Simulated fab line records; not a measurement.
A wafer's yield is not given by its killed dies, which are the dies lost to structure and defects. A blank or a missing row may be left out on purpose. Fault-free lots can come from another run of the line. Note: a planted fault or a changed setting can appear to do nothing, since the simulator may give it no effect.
Chamber matching | flow nand_harc | pecvd-02 running NHARC_P_M1_DEP_33: 3 sister chambers
The step deposits SiCN, target thk 30 nm. 24 wafers are shown with their chamber, then 12 later ones without.

== WAFERS WITH THEIR CHAMBER ==
wafer  | chamber | heater_power_outer_w (W) | heater_power_w (W)
L077.3 | 1       | 311                      | 551
L077.4 | 0       | 300                      | 559
L077.6 | 1       | 315                      | 567
L079.2 | 2       | 288                      | 575
L079.3 | 1       | 316                      | 585
L079.4 | 2       | 287                      | 549
L078.2 | 1       | 368                      | 626
L078.4 | 1       | 371                      | 624
L078.5 | 0       | 346                      | 615
L082.1 | 2       | 278                      | 566
L082.3 | 1       | 378                      | 677
L082.5 | 1       | 401                      | 652
L084.3 | 1       | 412                      | 692
L084.4 | 2       | 261                      | 525
L084.6 | 0       | 350                      | 630
L085.1 | 0       | 352                      | 632
L085.2 | 2       | 284                      | 568
L085.4 | 2       | 280                      | 569
L087.2 | 0       | 329                      | 609
L087.3 | 1       | 357                      | 601
L087.5 | 2       | 260                      | 529
L086.1 | 0       | 296                      | 589
L086.3 | 1       | 344                      | 618
L086.6 | 1       | 350                      | 603

SIGNATURES (averages over the wafers above)
reading              | chamber 0 | chamber 1 | chamber 2 | scatter within a chamber
heater_power_outer_w | 328.83    | 356.64    | 276.86    | 27.2
heater_power_w       | 605.67    | 617.82    | 554.43    | 34.7
Rule: a wafer lies at a distance from a chamber equal to the root of the sum of squares, over the readings, of (its reading less the chamber's mean, divided by the reading's scatter). The wafer belongs to the nearest chamber; if the next one is less than 2 further off, it can't be placed. The scatter: the root of (the sum of the squares of (reading less its chamber's mean) over the shown wafers, divided by (wafers less chambers)).

== WAFERS WITH NO CHAMBER GIVEN ==
wafer  | heater_power_outer_w (W) | heater_power_w (W)
L092.1 | 284                      | 560
L092.3 | 243                      | 501
L092.4 | 291                      | 556
L094.1 | 410                      | 692
L094.2 | 287                      | 590
L094.4 | 415                      | 693
L096.2 | 420                      | 682
L096.5 | 363                      | 632
L096.6 | 264                      | 521
L097.2 | 352                      | 609
L097.4 | 345                      | 627
L097.5 | 357                      | 602

== EACH ONE'S CHAMBER ==
wafer  | from the rows above          | in truth
L092.1 | can't be placed: 2 or 0      | 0
L092.3 | 2                            | 2
L092.4 | can't be placed: 2 or 0      | 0
L094.1 | can't be placed: 1 or 0      | 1
L094.2 | can't be placed: 2 or 0 or 1 | 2
L094.4 | can't be placed: 1 or 0      | 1
L096.2 | can't be placed: 1 or 0      | 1
L096.5 | can't be placed: 1 or 0      | 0
L096.6 | 2                            | 2
L097.2 | can't be placed: 1 or 0      | 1
L097.4 | can't be placed: 1 or 0      | 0
L097.5 | can't be placed: 1 or 0      | 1
2 of 12 placed correctly. Unplaceable from these rows: 10, with the true chamber sitting among the candidates in 10. Placed wrongly: 0.
